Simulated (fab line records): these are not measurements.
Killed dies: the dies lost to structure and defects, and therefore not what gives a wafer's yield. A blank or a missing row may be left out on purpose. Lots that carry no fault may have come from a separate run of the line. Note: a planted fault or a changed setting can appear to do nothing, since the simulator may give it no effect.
Split-lot trial | flow n5_finfet | 21 wafers read across 7 lots, on a route 1938 steps long

== ABOUT THE SPLIT ==
At N5_DUMMY_GATE_COAT_35 (time 60 s, resist thk 10 nm), the setting spin_rpm was moved away from the recipe's 1500 rpm on 7 of the 21 wafers read, by -10.3% to +3.2%. This setting was run at the recipe's value on the other wafers.

Reading taken at the split's own step.

== THE READING ==
SiARC_of_DUMMY_GATE_COAT_35.thk_nm (the simulator's own value, which no gauge read), in nm, at N5_DUMMY_GATE_COAT_35 (time 60 s, resist thk 10 nm). There is no usual value for it anywhere in the file.

wafer  | tool, chamber at the split | spin_rpm as run, rpm | against the recipe | SiARC_of_DUMMY_GATE_COAT_35.thk_nm, nm | against lot-mates on the recipe
L074.2 | litho_track-02, 0          | 1500                 | recipe             | 10                                     | -
L074.5 | litho_track-02, 0          | 1500                 | recipe             | 10                                     | -
L074.6 | litho_track-02, 0          | 1500                 | recipe             | 10                                     | -
L077.1 | litho_track-02, 0          | 1500                 | recipe             | 10                                     | -
L077.3 | litho_track-02, 0          | 1500                 | recipe             | 10                                     | -
L077.4 | litho_track-02, 0          | 1500                 | recipe             | 10                                     | -
L079.3 | litho_track-04, 0          | 1500                 | recipe             | 10                                     | -
L079.5 | litho_track-04, 0          | 1548                 | +3.2%              | 9.8                                    | -0.2
L079.6 | litho_track-04, 0          | 1548                 | +3.2%              | 9.8                                    | -0.2
L080.2 | litho_track-02, 0          | 1500                 | recipe             | 10                                     | -
L080.3 | litho_track-02, 0          | 1402                 | -6.5%              | 10.4                                   | +0.4
L080.5 | litho_track-02, 0          | 1402                 | -6.5%              | 10.4                                   | +0.4
L090.4 | litho_track-02, 0          | 1500                 | recipe             | 10                                     | -
L090.5 | litho_track-02, 0          | 1500                 | recipe             | 10                                     | -
L090.6 | litho_track-02, 0          | 1500                 | recipe             | 10                                     | -
L093.3 | litho_track-01, 0          | 1410                 | -6.0%              | 10.4                                   | +0.4
L093.5 | litho_track-01, 0          | 1500                 | recipe             | 10                                     | -
L093.6 | litho_track-01, 0          | 1410                 | -6.0%              | 10.2                                   | +0.2
L097.1 | litho_track-02, 0          | 1500                 | recipe             | 10                                     | -
L097.4 | litho_track-02, 0          | 1500                 | recipe             | 10                                     | -
L097.3 | litho_track-02, 0          | 1345                 | -10.3%             | 10.6                                   | +0.6

FIT RESULTS
A straight line over all 21 wafers: SiARC_of_DUMMY_GATE_COAT_35.thk_nm changes by -0.0576 nm for each +1% of spin_rpm; r = -0.98; the points scatter about the line by 0.037 nm.
The same after taking each lot's own level away (the mean of its wafers on the recipe; 21 wafers): -0.0576 nm for each +1%; r = -0.98; scatter 0.037 nm.
Per that fit: largest spin_rpm move, reading shift of 0.6 nm.
The lots' own levels span 10.00 to 10.00 nm.
Hence the lot-to-lot level has little effect on the slope; both slopes agree.
Check: +0.587 nm against its lot-mates is what the line predicts for one of the wafers moved furthest among these (-10.3%) when that wafer is left out of the fit. Against them it came out at +0.6 nm.

== OTHER SPLITS APPLIED TO THESE WAFERS ==
Note: prior to the reading, these wafers also went through further splits. Each is held against what the fit with the lots' levels taken away leaves over:
other split on the same wafers            | wafers away from the commonest value | r with SiARC_of_DUMMY_GATE_COAT_35.thk_nm (lot level and that fit taken away)
N5_ZERO_LAYER_EXPOSE_08 dose_mj           | 5                                    | +0.23
N5_ZERO_LAYER_DESCUM_16 time_s            | 3                                    | +0.21
N5_PMOS_HMC_CHANNEL_EPI_HM_DEP_34 time_s  | 8                                    | -0.05
N5_PMOS_HMC_CHANNEL_EPI_EXPOSE_06 dose_mj | 5                                    | -0.22
N5_FIN_SAQP_MANDREL_ETCH_22 icp_w         | 10                                   | +0.37
N5_FIN_CUT_COAT_19 spin_rpm               | 7                                    | -0.19

== THE FILE'S OWN FIT ==
SiARC_of_DUMMY_GATE_COAT_35.thk_nm changes by -0.0575 nm for each +1% of spin_rpm, r = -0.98.
